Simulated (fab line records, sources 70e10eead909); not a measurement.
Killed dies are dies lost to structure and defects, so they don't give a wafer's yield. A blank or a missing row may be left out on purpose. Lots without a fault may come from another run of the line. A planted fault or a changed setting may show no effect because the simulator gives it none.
Chamber matching | flow nand_harc | NHARC_P_M0_PRE_CLEAN_31 on pecvd-01: 3 sister chambers
The step time 12 s. 16 wafers are shown with their chamber, then 8 later ones without.

WAFERS WITH THEIR CHAMBER
wafer  | chamber | heater_power_w (W)
L327.2 | 1       | 591
L327.3 | 2       | 655
L327.6 | 0       | 551
L331.2 | 2       | 641
L331.5 | 1       | 594
L331.6 | 2       | 627
L332.3 | 2       | 593
L332.5 | 2       | 610
L332.6 | 0       | 665
L333.1 | 1       | 503
L333.2 | 0       | 579
L333.4 | 1       | 518
L334.2 | 2       | 647
L334.3 | 1       | 543
L334.5 | 0       | 627
L345.1 | 2       | 546

SIGNATURES (means of the wafers above)
reading        | chamber 0 | chamber 1 | chamber 2 | scatter within a chamber
heater_power_w | 605.50    | 549.80    | 617.00    | 42.3
Rule: a wafer's distance from a chamber is the root of the sum, over the readings, of the square of ((its reading less the chamber's mean) divided by the reading's scatter). The wafer belongs to the nearest chamber; if the next one is less than 2 further off, it can't be placed. The scatter: the root of (the sum of the squares of (reading less its chamber's mean) over the shown wafers, divided by (wafers less chambers)).

WAFERS WITHOUT THEIR CHAMBER
wafer  | heater_power_w (W)
L345.4 | 539
L345.6 | 575
L349.2 | 486
L349.3 | 605
L349.4 | 583
L350.1 | 650
L350.3 | 619
L350.6 | 662

WHICH CHAMBER EACH WENT THROUGH
wafer  | from the rows above          | in truth
L345.4 | can't be placed: 1 or 0 or 2 | 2
L345.6 | can't be placed: 1 or 0 or 2 | 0
L349.2 | can't be placed: 1 or 0 or 2 | 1
L349.3 | can't be placed: 0 or 2 or 1 | 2
L349.4 | can't be placed: 0 or 1 or 2 | 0
L350.1 | can't be placed: 2 or 0 or 1 | 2
L350.3 | can't be placed: 2 or 0 or 1 | 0
L350.6 | can't be placed: 2 or 0 or 1 | 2
Placed correctly: 0 of 8. Can't be placed from these rows: 8 (the true chamber is among the candidates in 8). Placed wrongly: 0.
